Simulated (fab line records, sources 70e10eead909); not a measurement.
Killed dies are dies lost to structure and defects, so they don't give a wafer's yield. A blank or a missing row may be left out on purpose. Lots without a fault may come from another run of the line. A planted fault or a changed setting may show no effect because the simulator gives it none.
fab line records | flow nand_harc
record lots=5 wafers=15 last_day=33
route steps=1302 shown A_BONDPAD@1204
lots that met no fault: from a run of the same line without faults
start_h: hours from the record's first day to the start of the lot's first wafer shown | wait_h: hours since the lot's step before | " the same as in the row above | L1.1+2: a row that stands for several wafers | - no value, or no start given | * or withheld: withheld | < > ~ a bound
route shown NAME@n: a module of which the file shows steps, and the number in the route of the first | usual: mean/standard deviation of fault-free wafers | same: alike in all rows | chamber/n: place in a boat | sites: the reading at each site | _std_site: their standard deviation | _edge_site: outer sites' mean less inner sites' | radius_mm: how far each site lies from the wafer's centre | mask NAME#n: copy n | behind: the tool/chamber that last shaped the wafer | hold: why the lot was held/for how many hours/how that ended | device: the transistor (n, p or np) that didn't switch | end of line: the same wafers' tests at the end of the route | a step without rows: its recipe alone | killed: dies lost to structure and defects at the first sort, not the wafer's yield | map: a wafer's dies, x killed, . not, _ none there
set.NAME: the setting as run; set.NAME@STEP: as run at that earlier step | model.NAME: the simulator's own value behind a step, which no gauge read
lots at some steps of the route; a table a step, a row a wafer
services: from which hour (start_h, from the record's first day; less than 0 if before it) a tool's chamber was out of use, for how many hours, and why
## steps
# step NHARC_A_BONDPAD_THK_MEAS_30
# recipe thk_meas_gauge=ellipsometry
# usual thk_nm=199.9/1.9
# columns lot.wafer tool chamber start_h wait_h thk_nm
L075.3 film_metro-01 - 529.48 0.2 200.5
L075.4 " - " " 199.9
L075.5 " - " " 199.1
L074.3 film_metro-02 - 534.59 0.2 199.9
L074.4 " - " " 202.3
L074.5 " - " " 200.1
L077.3 film_metro-02 - 559.17 0.2 198.8
L077.5 " - " " 196.2
L077.6 " - " " 200.9
L092.2 film_metro-01 - 721.61 0.2 197.2
L092.4 " - " " 200.6
L092.6 " - " " 198.7
L096.2 film_metro-02 - 743.49 0.2 199.1
L096.3 " - " " 198.5
L096.5 " - " " 197.5
# step NHARC_A_BONDPAD_SRD_31
# columns lot.wafer tool chamber start_h wait_h
L075.3+4+5 wet_bench-08 6,7,1 529.52 0.0
L074.5+3+4 wet_bench-08 5,6,0 534.63 0.0
L077.3+5+6 wet_bench-10 6,7,0 559.22 0.0
L092.4+2+6 wet_bench-10 5,6,2 721.65 0.0
L096.5+3+2 wet_bench-10 7,1,2 743.53 0.0
# step NHARC_A_BONDPAD_DEHYDRATE_01
# recipe temp_c=150 time_s=120
# usual resist_line_temp_C=23.00/0.096
# columns lot.wafer tool chamber start_h wait_h resist_line_temp_C
L075.3 litho_track-02 0 529.60 0.1 23.04
L075.4 " 0 " " 23.27
L075.5 " 0 " " 23.04
L074.3 litho_track-03 0 534.71 0.1 23.11
L074.4 " 0 " " 23.12
L074.5 " 0 " " 23.09
L077.3 litho_track-07 0 559.29 0.1 22.80
L077.5 " 0 " " 22.85
L077.6 " 0 " " 23.00
L092.2 litho_track-02 0 721.73 0.1 23.09
L092.4 " 0 " " 22.98
L092.6 " 0 " " 23.09
L096.2 litho_track-07 0 743.62 0.1 22.91
L096.3 " 0 " " 22.99
L096.5 " 0 " " 23.00
# step NHARC_A_BONDPAD_HMDS_02
# recipe time_s=30
# usual resist_line_temp_C=23.01/0.11
# columns lot.wafer tool chamber start_h wait_h resist_line_temp_C
L075.3 litho_track-02 0 - - 23.31
L075.4 " 0 " " 23.19
L075.5 " 0 " " 23.45
L074.3 litho_track-03 0 - - 22.97
L074.4 " 0 " " 22.93
L074.5 " 0 " " 22.96
L077.3 litho_track-07 0 - - 23.10
L077.5 " 0 " " 22.97
L077.6 " 0 " " 23.21
L092.2 litho_track-02 0 - - 23.09
L092.4 " 0 " " 23.07
L092.6 " 0 " " 23.09
L096.2 litho_track-07 0 - - 23.03
L096.3 " 0 " " 23.08
L096.5 " 0 " " 23.09
# step NHARC_A_BONDPAD_COAT_33
# recipe temp_c=200 time_s=65
# usual resist_line_temp_C=23.02/0.1
# columns lot.wafer tool chamber start_h wait_h resist_line_temp_C
L075.3 litho_track-02 0 - - 23.13
L075.4 " 0 " " 23.09
L075.5 " 0 " " 23.16
L074.3 litho_track-03 0 - - 22.93
L074.4 " 0 " " 23.05
L074.5 " 0 " " 23.05
L077.3 litho_track-07 0 - - 23.02
L077.5 " 0 " " 23.06
L077.6 " 0 " " 23.14
L092.2 litho_track-02 0 - - 23.10
L092.4 " 0 " " 22.90
L092.6 " 0 " " 23.09
L096.2 litho_track-07 0 - - 23.00
L096.3 " 0 " " 23.03
L096.5 " 0 " " 23.08
# step NHARC_A_BONDPAD_COAT_03
# recipe spin_rpm=2000 resist_thk_nm=600
# usual resist_line_temp_C=22.99/0.1
# columns lot.wafer tool chamber start_h wait_h resist_line_temp_C
L075.3 litho_track-02 0 - - 23.04
L075.4 " 0 " " 23.15
L075.5 " 0 " " 23.10
L074.3 litho_track-03 0 - - 23.10
L074.4 " 0 " " 22.91
L074.5 " 0 " " 23.00
L077.3 litho_track-07 0 - - 22.96
L077.5 " 0 " " 22.91
L077.6 " 0 " " 23.09
L092.2 litho_track-02 0 - - 23.01
L092.4 " 0 " " 23.08
L092.6 " 0 " " 22.98
L096.2 litho_track-07 0 - - 22.89
L096.3 " 0 " " 22.86
L096.5 " 0 " " 22.87
# step NHARC_A_BONDPAD_SOFTBAKE_04
# recipe temp_c=125 time_s=70
# usual resist_line_temp_C=23.02/0.11
# columns lot.wafer tool chamber start_h wait_h resist_line_temp_C
L075.3 litho_track-02 0 - - 23.04
L075.4 " 0 " " 22.96
L075.5 " 0 " " 23.02
L074.3 litho_track-03 0 - - 22.98
L074.4 " 0 " " 22.94
L074.5 " 0 " " 23.04
L077.3 litho_track-07 0 - - 23.10
L077.5 " 0 " " 23.08
L077.6 " 0 " " 23.04
L092.2 litho_track-02 0 - - 22.99
L092.4 " 0 " " 23.01
L092.6 " 0 " " 23.01
L096.2 litho_track-07 0 - - 23.03
L096.3 " 0 " " 22.89
L096.5 " 0 " " 23.03
# step NHARC_A_BONDPAD_EBR_05
# usual resist_line_temp_C=23.00/0.11
# columns lot.wafer tool chamber start_h wait_h resist_line_temp_C
L075.3 litho_track-02 0 - - 23.00
L075.4 " 0 " " 23.07
L075.5 " 0 " " 22.96
L074.3 litho_track-03 0 - - 22.98
L074.4 " 0 " " 22.83
L074.5 " 0 " " 22.90
L077.3 litho_track-07 0 - - 22.89
L077.5 " 0 " " 22.91
L077.6 " 0 " " 23.15
L092.2 litho_track-02 0 - - 22.84
L092.4 " 0 " " 22.92
L092.6 " 0 " " 23.08
L096.2 litho_track-07 0 - - 22.97
L096.3 " 0 " " 23.02
L096.5 " 0 " " 23.11
# step NHARC_A_BONDPAD_EXPOSE_06
# recipe na=0.55 dose_mj=36.99 mask_id=A_BPAD
# usual exposure_dose_mJ_cm2=37.07/0.26
# columns lot.wafer tool chamber start_h wait_h mask exposure_dose_mJ_cm2
L075.3 krf_scanner-01 0 529.90 - A_BPAD#0 36.93
L075.4 " 0 " " A_BPAD#0 37.01
L075.5 " 0 " " A_BPAD#0 36.94
L074.3 krf_scanner-01 0 534.88 - A_BPAD#0 36.93
L074.4 " 0 " " A_BPAD#0 36.94
L074.5 " 0 " " A_BPAD#0 36.93
L077.3 krf_scanner-04 0 559.47 - A_BPAD#0 36.98
L077.5 " 0 " " A_BPAD#0 36.94
L077.6 " 0 " " A_BPAD#0 37.00
L092.2 krf_scanner-02 0 722.03 - A_BPAD#0 37.62
L092.4 " 0 " " A_BPAD#0 37.62
L092.6 " 0 " " A_BPAD#0 37.59
L096.2 krf_scanner-04 0 743.79 - A_BPAD#0 36.98
L096.3 " 0 " " A_BPAD#0 36.94
L096.5 " 0 " " A_BPAD#0 36.97
# step NHARC_A_BONDPAD_PEB_07
# recipe peb_temp_c=128 peb_time_s=80
# usual resist_line_temp_C=22.99/0.095
# columns lot.wafer tool chamber start_h wait_h resist_line_temp_C
L075.3 litho_track-02 0 529.96 0.1 22.95
L075.4 " 0 " " 23.06
L075.5 " 0 " " 22.96
L074.3 litho_track-03 0 534.94 0.1 22.91
L074.4 " 0 " " 22.85
L074.5 " 0 " " 23.03
L077.3 litho_track-03 0 559.53 0.1 23.01
L077.5 " 0 " " 23.08
L077.6 " 0 " " 23.12
L092.2 litho_track-02 0 722.09 0.1 23.14
L092.4 " 0 " " 23.04
L092.6 " 0 " " 22.95
L096.2 litho_track-07 0 743.85 0.1 23.11
L096.3 " 0 " " 22.95
L096.5 " 0 " " 23.01
# step NHARC_A_BONDPAD_DEVELOP_08
# recipe time_s=50 dev_temp_c=22
# usual developer_temp_C=22.01/0.11 resist_line_temp_C=23.01/0.12
# columns lot.wafer tool chamber start_h wait_h developer_temp_C resist_line_temp_C
L075.3 litho_track-02 0 - - 21.77 23.14
L075.4 " 0 " " 21.93 22.97
L075.5 " 0 " " 21.93 22.98
L074.3 litho_track-03 0 - - 21.86 22.92
L074.4 " 0 " " 21.76 22.92
L074.5 " 0 " " 21.92 23.08
L077.3 litho_track-03 0 - - 21.93 22.84
L077.5 " 0 " " 22.14 22.91
L077.6 " 0 " " 22.07 23.01
L092.2 litho_track-02 0 - - 21.79 23.07
L092.4 " 0 " " 21.74 22.98
L092.6 " 0 " " 21.95 23.09
L096.2 litho_track-07 0 - - 22.22 22.99
L096.3 " 0 " " 22.10 23.13
L096.5 " 0 " " 22.14 23.06
# step NHARC_A_BONDPAD_CD_MEAS_09
# recipe target_cd_nm=500 landing_energy_ev=500
# usual cd_nm=499.8/2.2
# columns lot.wafer tool chamber start_h wait_h cd_nm
L075.3 cd_sem-03 0 530.06 - 501.6
L075.4 " 0 " " 502.6
L075.5 " 0 " " 502.1
L074.3 cd_sem-01 0 535.03 - 502.8
L074.4 " 0 " " 497.4
L074.5 " 0 " " 501.7
L077.3 cd_sem-01 0 559.61 - 503.4
L077.5 " 0 " " 501.1
L077.6 " 0 " " 496.8
L092.2 cd_sem-01 0 722.17 - 499.9
L092.4 " 0 " " 495.9
L092.6 " 0 " " 499.3
L096.2 cd_sem-02 0 743.94 - 498.5
L096.3 " 0 " " 498.3
L096.5 " 0 " " 498.0
# step NHARC_A_BONDPAD_OVL_MEAS_35
# usual overlay_x_nm=-2/6.1 overlay_y_nm=0/4.6
# columns lot.wafer tool chamber start_h wait_h overlay_x_nm overlay_y_nm
L075.3 overlay-01 - 530.14 - 0 -1
L075.4 " - " " -1 -1
L075.5 " - " " 0 -1
L074.3 overlay-01 - 535.11 - -11 -1
L074.4 " - " " -11 -2
L074.5 " - " " -10 -1
L077.3 overlay-02 - 559.70 - -5 -13
L077.5 " - " " -5 -13
L077.6 " - " " -5 -13
L092.2 overlay-02 - 722.26 - 1 -2
L092.4 " - " " 1 -2
L092.6 " - " " 0 -2
L096.2 overlay-01 - 744.03 - 3 1
L096.3 " - " " 4 1
L096.5 " - " " 4 1
# step NHARC_A_BONDPAD_HARDBAKE_10
# recipe temp_c=118 time_s=65
# usual resist_line_temp_C=23.02/0.12
# columns lot.wafer tool chamber start_h wait_h resist_line_temp_C
L075.3 litho_track-03 0 530.19 0.1 22.98
L075.4 " 0 " " 23.07
L075.5 " 0 " " 23.16
L074.3 litho_track-02 0 535.16 0.0 23.20
L074.4 " 0 " " 23.08
L074.5 " 0 " " 23.15
L077.3 litho_track-07 0 559.75 0.1 23.17
L077.5 " 0 " " 23.07
L077.6 " 0 " " 23.18
L092.2 litho_track-02 0 722.31 0.0 23.07
L092.4 " 0 " " 23.19
L092.6 " 0 " " 23.16
L096.2 litho_track-07 0 744.08 0.0 23.18
L096.3 " 0 " " 23.05
L096.5 " 0 " " 23.13
# step NHARC_A_BONDPAD_DESCUM_11
# recipe time_s=3 o2_flow_sccm=200 ar_flow_sccm=0 bias_power_w=0 chemistry=O2
# usual drypump_motor_current_A=5.7/0.4 oes_product_au=1.003/0.013 rf_vpp_V=57.7/1 showerhead_plenum_p_Torr=1.90/0.058 throttle_valve_pct=11.311/0.0088
# same bias_power_w=0
# columns lot.wafer tool chamber start_h wait_h drypump_motor_current_A oes_product_au rf_hours_counter_h rf_vpp_V showerhead_plenum_p_Torr throttle_valve_pct
L075.4 rie_diel-06 2 530.27 - 6.2 0.995 1 58.0 1.91 11.327
L075.3 " 3 " " 5.0 0.996 1 57.4 1.83 11.304
L075.5 " 1 " " 5.8 1.008 - 57.9 1.96 11.298
L074.3 rie_diel-02 3 535.24 - 5.5 1.018 27 59.4 2.00 11.318
L074.4 " 0 " " 5.5 0.994 26 57.1 1.97 11.307
L074.5 " 3 " " 5.5 1.014 - 58.4 2.00 11.314
L077.3 rie_diel-06 1 559.84 - 5.8 1.006 2 57.4 1.95 11.343
L077.5 " 0 " " 5.9 1.003 - 57.0 1.87 11.318
L077.6 " 1 " " 5.8 1.003 - 58.6 1.95 11.321
L092.4 rie_diel-06 2 722.39 - 6.2 1.001 2 59.0 1.90 11.313
L092.2 " 3 " " 5.0 1.020 2 55.7 1.83 11.310
L092.6 " 2 " " 6.2 1.008 - 56.0 1.90 11.311
L096.2 rie_diel-06 3 744.17 - 5.0 1.026 2 57.3 1.83 11.308
L096.3 " 0 " " 5.9 1.011 3 58.8 1.86 11.311
L096.5 " 1 " " 5.8 1.008 - 59.4 1.95 11.325
# step NHARC_A_BONDPAD_ETCH_34
# recipe target_depth_a=600 overetch_a=180 time_s=65.91 ion_energy_ev=200 n2_flow_sccm=150 h2_flow_sccm=150 ar_flow_sccm=0 rf_w=400 bias_w=150 chemistry=N2/H2
# usual bias_w=150.0/0.44 drypump_motor_current_A=5.7/0.41 oes_product_au=1.004/0.014 rf_vpp_V=430.2/1.9 showerhead_plenum_p_Torr=2.03/0.063 throttle_valve_pct=14.172/0.0098
# columns lot.wafer tool chamber start_h wait_h bias_w drypump_motor_current_A oes_product_au rf_hours_counter_h rf_vpp_V showerhead_plenum_p_Torr throttle_valve_pct
L075.4 rie_diel-06 3 530.35 0.1 150.0 5.0 1.024 1 428.5 1.95 14.173
L075.3 " 1 " " 150.1 5.8 1.006 1 431.2 2.08 14.162
L075.5 " 2 " " 150.7 6.1 0.998 - 430.3 2.03 14.153
L074.4 rie_diel-02 2 535.32 0.1 149.9 5.9 0.993 26 429.3 1.94 14.167
L074.3 " 1 " " 149.7 5.2 1.000 18 431.8 2.03 14.174
L074.5 " 3 " " 149.8 5.5 1.014 - 432.9 2.14 14.175
L077.3 rie_diel-06 3 559.92 0.1 149.7 5.0 1.018 2 427.6 1.95 14.179
L077.5 " 3 " " 150.0 5.0 1.023 - 429.0 1.95 14.159
L077.6 " 0 " " 149.6 5.9 0.996 - 428.0 1.99 14.170
L092.4 rie_diel-06 1 722.47 0.1 150.5 5.8 1.012 2 431.7 2.08 14.168
L092.2 " 2 " " 149.2 6.2 1.008 2 430.0 2.03 14.165
L092.6 " 0 " " 150.3 5.9 1.024 - 427.3 1.99 14.189
L096.3 rie_diel-06 3 744.26 0.1 149.7 5.0 1.021 2 428.1 1.95 14.155
L096.2 " 0 " " 150.1 5.9 1.018 3 430.0 1.99 14.168
L096.5 " 0 " " 150.0 5.9 1.016 - 428.5 1.99 14.161
# step NHARC_A_BONDPAD_ETCH_12
# recipe target_depth_a=2200 time_s=110 chf3_flow_sccm=50 o2_flow_sccm=10 ar_flow_sccm=200 rf_w=500 bias_w=200 chemistry=CHF3/O2
# usual bias_w=199.8/0.55 drypump_motor_current_A=5.7/0.4 oes_product_au=0.946/0.024 rf_vpp_V=370.4/1.7 showerhead_plenum_p_Torr=2.39/0.07 throttle_valve_pct=20.572/0.0091
# columns lot.wafer tool chamber start_h wait_h bias_w drypump_motor_current_A oes_product_au rf_hours_counter_h rf_vpp_V showerhead_plenum_p_Torr throttle_valve_pct
L075.3 rie_diel-06 3 - - 201.0 5.0 0.980 1 368.8 2.30 20.562
L075.4 " 0 " " 200.0 5.9 0.974 1 367.5 2.35 20.567
L075.5 " 0 " " 200.1 5.9 0.978 - 369.2 2.34 20.569
L074.3 rie_diel-02 3 - - 199.3 5.5 0.935 27 372.8 2.51 20.586
L074.4 " 1 " " 200.2 5.2 0.941 18 371.0 2.39 20.558
L074.5 " 3 " " 199.9 5.5 0.938 - 373.1 2.51 20.566
L077.3 rie_diel-06 3 - - 201.0 5.0 0.990 2 368.8 2.30 20.575
L077.5 " 2 " " 198.2 6.2 0.945 - 369.3 2.39 20.575
L077.6 " 3 " " 200.7 5.0 1.000 - 368.7 2.30 20.563
L092.2 rie_diel-06 0 - - 199.5 5.9 0.934 2 369.6 2.34 20.575
L092.4 " 2 " " 200.2 6.2 0.924 2 371.4 2.39 20.579
L092.6 " 0 " " 199.6 6.0 0.940 - 369.7 2.34 20.566
L096.2 rie_diel-06 0 - - 199.3 5.9 0.931 3 369.6 2.34 20.564
L096.3 " 3 " " 200.3 5.0 0.938 2 367.9 2.30 20.560
L096.5 " 3 " " 199.6 5.0 0.952 - 368.6 2.30 20.558
# step NHARC_A_BONDPAD_CD_MEAS_13
# usual cd_nm=498.7/2.5
# columns lot.wafer tool chamber start_h wait_h cd_nm
L075.3 cd_sem-03 - 530.58 - 501.8
L075.4 " - " " 502.3
L075.5 " - " " 501.3
L074.3 cd_sem-01 - 535.56 - 503.5
L074.4 " - " " 497.4
L074.5 " - " " 502.5
L077.3 cd_sem-02 - 560.15 - 504.6
L077.5 " - " " 500.5
L077.6 " - " " 497.9
L092.2 cd_sem-01 - 722.70 - 499.1
L092.4 " - " " 493.9
L092.6 " - " " 498.1
L096.2 cd_sem-01 - 744.52 - 497.0
L096.3 " - " " 497.3
L096.5 " - " " 497.8
# step NHARC_A_BONDPAD_STRIP_15
# recipe o2_flow_sccm=500 ar_flow_sccm=0 bias_w=0 chemistry=O2
# usual drypump_motor_current_A=5.8/0.42 oes_product_au=1.001/0.014 rf_vpp_V=57.9/0.86 showerhead_plenum_p_Torr=3.56/0.13 throttle_valve_pct=17.036/0.0086
# same bias_w=0
# columns lot.wafer tool chamber start_h wait_h drypump_motor_current_A oes_product_au rf_hours_counter_h rf_vpp_V showerhead_plenum_p_Torr throttle_valve_pct
L075.3 rie_diel-02 0 530.65 0.1 5.5 0.990 25 59.8 3.63 17.030
L075.4 " 2 " " 5.9 0.996 25 57.3 3.38 17.029
L075.5 " 0 " " 5.5 0.991 - 58.9 3.63 17.030
L074.4 rie_diel-13 1 535.63 0.1 6.5 0.979 4 57.9 3.78 17.036
L074.3 " 3 " " 5.6 0.997 3 59.4 3.81 17.030
L074.5 " 1 " " 6.5 0.988 - 59.3 3.78 17.052
L077.3 rie_diel-02 0 560.22 0.1 5.5 0.988 29 56.5 3.62 17.036
L077.5 " 0 " " 5.5 0.994 - 56.9 3.63 17.038
L077.6 " 1 " " 5.2 1.016 - 57.9 3.51 17.038
L092.4 rie_diel-02 2 722.77 0.1 5.9 0.977 22 58.3 3.36 17.022
L092.2 " 1 " " 5.2 1.018 23 57.8 3.50 17.028
L092.6 " 3 " " 5.6 1.006 - 57.5 3.67 17.043
L096.3 rie_diel-13 3 744.59 0.1 5.6 1.018 14 59.0 3.76 17.034
L096.2 " 0 " " 6.3 0.988 13 58.5 3.56 17.031
L096.5 " 3 " " 5.6 1.010 - 57.1 3.76 17.045
# step NHARC_A_BONDPAD_ETCH_24
# recipe target_depth_a=300 over_etch_frac=0.3 time_s=72.99 ion_energy_ev=150 cf4_flow_sccm=50 n2_flow_sccm=100 ar_flow_sccm=150 rf_w=300 bias_w=100 chemistry=CF4/N2
# usual bias_w=99.98/0.29 drypump_motor_current_A=5.8/0.42 oes_product_au=0.998/0.014 rf_vpp_V=314.6/1.9 showerhead_plenum_p_Torr=2.66/0.095 throttle_valve_pct=19.793/0.0086
# columns lot.wafer tool chamber start_h wait_h bias_w drypump_motor_current_A oes_product_au rf_hours_counter_h rf_vpp_V showerhead_plenum_p_Torr throttle_valve_pct
L075.3 rie_diel-02 0 - - 99.30 5.5 0.988 25 315.6 2.70 19.782
L075.4 " 3 " " 99.97 5.5 1.014 26 316.3 2.74 19.792
L075.5 " 1 " " 100.21 5.2 1.001 - 314.2 2.62 19.799
L074.3 rie_diel-13 1 - - 99.89 6.4 0.984 4 317.9 2.82 19.781
L074.4 " 0 " " 99.99 6.3 1.021 4 315.9 2.67 19.818
L074.5 " 1 " " 99.78 6.4 1.001 - 316.8 2.82 19.771
L077.3 rie_diel-02 3 - - 99.16 5.5 1.008 30 316.8 2.74 19.797
L077.6 " 0 " " 100.58 5.5 0.988 - 315.9 2.70 19.791
L077.5 " 1 " " 99.94 5.2 1.005 - 312.6 2.61 19.807
L092.2 rie_diel-02 1 - - 99.51 5.2 1.015 23 312.8 2.60 19.793
L092.4 " 2 " " 99.95 5.9 0.979 22 311.0 2.50 19.779
L092.6 " 0 " " 100.31 5.6 0.992 - 314.3 2.69 19.797
L096.3 rie_diel-13 0 - - 100.02 6.3 0.997 13 315.0 2.65 19.784
L096.2 " 2 " " 99.89 6.4 1.016 13 314.8 2.57 19.792
L096.5 " 0 " " 100.14 6.3 1.003 - 314.7 2.65 19.810
# step NHARC_A_BONDPAD_STRIP_16
# recipe time_s=600 temp_c=30 chemistry=post_etch_residue_remover
# usual temp_c=30.01/0.11
# columns lot.wafer tool chamber start_h wait_h temp_c
L075.5 wet_bench-10 7 530.96 - 30.12
L075.3 " 0 " " 29.95
L075.4 " 1 " " 29.88
L074.5 wet_bench-08 3 535.91 - 30.06
L074.3 " 5 " " 30.02
L074.4 " 0 " " 29.94
L077.3 wet_bench-10 5 560.51 - 30.01
L077.6 " 0 " " 30.04
L077.5 " 1 " " 30.20
L092.4 wet_bench-08 1 723.05 - 30.04
L092.6 " 4 " " 29.99
L092.2 " 5 " " 30.01
L096.2 wet_bench-10 6 744.87 - 30.07
L096.5 " 7 " " 29.97
L096.3 " 0 " " 29.84
# step NHARC_A_BONDPAD_DEGAS_25
# recipe temp_c=300 time_s=60
# usual heater_power_w=496/47
# columns lot.wafer tool chamber start_h wait_h heater_power_w
L075.4 pvd_sputter-01 - 531.27 - 505
L075.3 " - " " 496
L075.5 " - " " 529
L074.3 pvd_sputter-02 - 536.18 - 558
L074.4 " - " " 430
L074.5 " - " " 495
L077.3 pvd_sputter-02 - 560.79 - 566
L077.6 " - " " 494
L077.5 " - " " 507
L092.4 pvd_sputter-01 - 723.32 - 504
L092.2 " - " " 530
L092.6 " - " " 534
L096.3 pvd_sputter-03 - 745.14 - 380
L096.2 " - " " 555
L096.5 " - " " 456
# step NHARC_A_BONDPAD_PRE_CLEAN_26
# recipe time_s=30 temp_c=280 gas=H2/He
# usual heater_power_w=433/44
# columns lot.wafer tool chamber start_h wait_h heater_power_w
L075.3 pvd_sputter-01 - - - 428
L075.4 " - " " 463
L075.5 " - " " 472
L074.3 pvd_sputter-02 - - - 489
L074.4 " - " " 371
L074.5 " - " " 487
L077.3 pvd_sputter-02 - - - 456
L077.5 " - " " 487
L077.6 " - " " 446
L092.4 pvd_sputter-01 - - - 438
L092.2 " - " " 472
L092.6 " - " " 450
L096.2 pvd_sputter-03 - - - 438
L096.3 " - " " 325
L096.5 " - " " 449
# step NHARC_A_BONDPAD_PVD_17
# recipe target_thk_a=50 bias_v=168.6 power_w=15000 chamber_pressure_pa=0.12 time_s=8.06 substrate_temp_c=50 material=TaN
# usual throttle_valve_pct=30.0/0.74
# columns lot.wafer tool chamber start_h wait_h throttle_valve_pct
L075.3 pvd_sputter-01 - - - 29.8
L075.4 " - " " 29.4
L075.5 " - " " 29.6
L074.3 pvd_sputter-02 - - - 30.9
L074.4 " - " " 30.9
L074.5 " - " " 29.2
L077.3 pvd_sputter-02 - - - 31.0
L077.6 " - " " 29.5
L077.5 " - " " 31.0
L092.4 pvd_sputter-01 - - - 30.1
L092.2 " - " " 28.9
L092.6 " - " " 30.3
L096.3 pvd_sputter-03 - - - 28.9
L096.2 " - " " 29.8
L096.5 " - " " 28.9
# step NHARC_A_BONDPAD_PVD_27
# recipe target_thk_a=300 chamber_pressure_pa=5 power_w=5000 substrate_temp_c=30 time_s=20.49 material=Cu
# usual throttle_valve_pct=30.0/0.73
# columns lot.wafer tool chamber start_h wait_h throttle_valve_pct
L075.3 pvd_sputter-01 - - - 29.2
L075.4 " - " " 29.4
L075.5 " - " " 29.1
L074.3 pvd_sputter-02 - - - 29.3
L074.4 " - " " 31.3
L074.5 " - " " 29.3
L077.3 pvd_sputter-02 - - - 30.4
L077.6 " - " " 29.1
L077.5 " - " " 31.1
L092.2 pvd_sputter-01 - - - 30.2
L092.4 " - " " 29.0
L092.6 " - " " 28.9
L096.3 pvd_sputter-03 - - - 30.7
L096.2 " - " " 31.2
L096.5 " - " " 30.0
# step NHARC_A_BONDPAD_ECD_18
# recipe target_thk_a=4000 bath_temp_c=25 material=Cu
# columns lot.wafer tool chamber start_h wait_h
L075.3+4+5 ecd_cu-02 1,0,1 531.83 -
L074.3+4+5 ecd_cu-02 0,1,1 536.64 -
L077.3+6+5 ecd_cu-01 1,0,1 561.28 -
L092.2+4+6 ecd_cu-01 1,0,0 723.69 -
L096.2+3+5 ecd_cu-01 1 745.55 -
# step NHARC_A_BONDPAD_ANNEAL_28
# recipe temp_c=225 time_s=90
# usual wafer_temp_C_max=226.2/0.3
# columns lot.wafer tool chamber start_h wait_h wafer_temp_C_max
L075.3 rtp_anneal-02 0 532.21 - 226.6
L075.4 " 0 " " 226.4
L075.5 " 0 " " 226.6
L074.3 rtp_anneal-02 0 537.02 0.3 226.4
L074.4 " 0 " " 226.1
L074.5 " 0 " " 226.7
L077.3 rtp_anneal-01 0 561.61 - 226.3
L077.5 " 0 " " 225.9
L077.6 " 0 " " 226.1
L092.2 rtp_anneal-02 0 724.13 0.4 226.1
L092.4 " 0 " " 226.1
L092.6 " 0 " " 226.6
L096.2 rtp_anneal-01 0 745.93 - 226.0
L096.3 " 0 " " 226.2
L096.5 " 0 " " 226.1
# step NHARC_A_BONDPAD_CMP_19
# recipe t_overpolish_s=30 cu_recess_touch_s=16 target_thk_nm=169.82
# usual motor_current_A=11.8/1.3 overpolish_run_s=29.999/0.0096
# columns lot.wafer tool chamber start_h wait_h motor_current_A overpolish_run_s
L075.3 cmp-04 3 532.48 - 13.0 29.979
L075.4 " 0 " " 10.8 30.012
L075.5 " 2 " " 9.8 29.999
L074.3 cmp-04 0 537.29 - 11.2 30.006
L074.4 " 2 " " 10.3 29.988
L074.5 " 0 " " 10.9 29.997
L077.3 cmp-04 0 561.91 - 11.1 30.011
L077.6 " 2 " " 9.3 30.003
L077.5 " 3 " " 13.5 30.007
L092.2 cmp-04 3 724.42 - 13.2 29.986
L092.4 " 2 " " 9.8 29.993
L092.6 " 0 " " 11.0 29.996
L096.2 cmp-03 0 746.22 - 11.5 30.010
L096.3 " 1 " " 12.1 30.007
L096.5 " 0 " " 11.3 30.010
# step NHARC_A_BONDPAD_THK_MEAS_20
# recipe thk_meas_gauge=xrf
# usual thk_nm=169.7/1.7
# columns lot.wafer tool chamber start_h wait_h thk_nm
L075.3 film_metro-01 - 532.77 - 169.1
L075.4 " - " " 168.7
L075.5 " - " " 168.3
L074.3 film_metro-01 - 537.58 - 169.3
L074.4 " - " " 169.2
L074.5 " - " " 169.6
L077.3 film_metro-02 - 562.17 - 167.2
L077.5 " - " " 169.1
L077.6 " - " " 166.4
L092.2 film_metro-02 - 724.74 - 170.9
L092.4 " - " " 167.5
L092.6 " - " " 166.9
L096.2 film_metro-01 - 746.54 - 171.4
L096.3 " - " " 168.4
L096.5 " - " " 170.5
# step NHARC_A_BONDPAD_SRD_21
# recipe time_s=30 temp_c=23 dry_time_s=20 spin_rpm=1500
# usual temp_c=23.00/0.1
# columns lot.wafer tool chamber start_h wait_h temp_c
L075.4 wet_bench-10 0 532.81 0.0 22.94
L075.5 " 1 " " 22.86
L075.3 " 3 " " 22.98
L074.5 wet_bench-10 2 537.62 0.0 22.86
L074.3 " 3 " " 22.84
L074.4 " 6 " " 23.12
L077.5 wet_bench-10 4 562.22 0.0 22.87
L077.6 " 7 " " 22.92
L077.3 " 0 " " 23.01
L092.2 wet_bench-10 0 724.79 0.0 23.08
L092.6 " 2 " " 23.02
L092.4 " 3 " " 22.89
L096.5 wet_bench-08 5 746.58 0.0 22.91
L096.3 " 0 " " 22.81
L096.2 " 2 " " 22.95
# step NHARC_A_BONDPAD_INSPECT_23
# usual raw_defect_count=555/130
# columns lot.wafer tool chamber start_h wait_h raw_defect_count
L075.3 defect_inspect-01 - 532.97 0.0 434
L075.4 " - " " 536
L075.5 " - " " 554
L074.3 defect_inspect-01 - 537.79 0.0 692
L074.4 " - " " 623
L074.5 " - " " 714
L077.3 defect_inspect-02 - 562.38 0.0 564
L077.5 " - " " 980
L077.6 " - " " 786
L092.2 defect_inspect-02 - 724.97 0.0 488
L092.4 " - " " 440
L092.6 " - " " 641
L096.2 defect_inspect-02 - 746.74 0.0 476
L096.3 " - " " 475
L096.5 " - " " 486
## services
# columns tool chamber start_h hours kind
rie_diel-02 3 505.76 4.4 repair
pvd_sputter-02 - 509.15 2.1 repair
rie_diel-06 0 510.20 13.7 repair
rie_diel-13 1 511.94 4.5 repair
pvd_sputter-02 - 528.03 5.3 repair
rie_diel-02 - 570.79 9.0 pm
litho_track-02 - 577.00 7.0 pm
pvd_sputter-01 - 582.00 10.0 pm
litho_track-07 - 601.00 7.0 pm
litho_track-03 - 625.00 7.0 pm
rie_diel-06 1 625.86 1.4 repair
pvd_sputter-02 - 638.05 10.0 pm
wet_bench-08 - 646.40 8.0 pm
rie_diel-02 0 646.66 9.8 repair
rie_diel-06 1 646.98 9.3 repair
rie_diel-06 - 661.20 9.0 pm
wet_bench-10 - 663.20 8.0 pm
rie_diel-02 3 671.29 9.8 repair
pvd_sputter-02 - 671.34 3.6 repair
wet_bench-10 - 684.12 1.6 repair
rie_diel-06 0 686.48 2.4 repair
rie_diel-06 3 700.86 6.8 repair
rie_diel-06 2 738.01 10.7 repair
pvd_sputter-02 - 742.20 3.2 repair
## key
fault none
